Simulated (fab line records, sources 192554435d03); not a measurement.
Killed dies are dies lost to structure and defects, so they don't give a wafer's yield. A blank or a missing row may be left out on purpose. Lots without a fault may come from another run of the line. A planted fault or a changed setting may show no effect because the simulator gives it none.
Chamber matching | flow n5_finfet | N5_SDB_STRIP_21 on rie_diel-02: 4 sister chambers
The step strips in CF4. 4 wafers are shown with their chamber, then 11 later ones without.

WAFERS WITH THEIR CHAMBER
wafer  | chamber | drypump_motor_current_A (A)
L088.2 | 0       | 6.1
L089.1 | 1       | 5.9
L089.4 | 3       | 6.6
L090.2 | 2       | 5.6

WAFERS WITHOUT THEIR CHAMBER
wafer  | drypump_motor_current_A (A)
L090.3 | 6.5
L090.5 | 5.9
L091.3 | 6.1
L091.4 | 6.5
L091.6 | 6.5
L094.1 | 5.6
L094.2 | 5.9
L094.3 | 6.6
L096.2 | 6.1
L096.3 | 6.5
L096.5 | 5.9

WHICH CHAMBER EACH WENT THROUGH
wafer  | from the rows above | in truth
L090.3 | 3                   | 3
L090.5 | 1                   | 1
L091.3 | 0                   | 0
L091.4 | 3                   | 3
L091.6 | 3                   | 3
L094.1 | 2                   | 2
L094.2 | 1                   | 1
L094.3 | 3                   | 3
L096.2 | 0                   | 0
L096.3 | 3                   | 3
L096.5 | 1                   | 1
Placed correctly: 11 of 11. Can't be placed from these rows: 0. Placed wrongly: 0.
How it was worked out, from the rows above alone: a wafer's distance from a chamber is the root of the sum, over the readings, of the square of ((its reading less the chamber's mean) divided by the reading's scatter). The wafer belongs to the nearest chamber; if the next one is less than 2 further off, it can't be placed. A chamber's mean is the mean of its shown wafers. The scatter: with one shown wafer a chamber, the root of the mean of the squares of how far each hidden wafer lies from its nearest shown one.
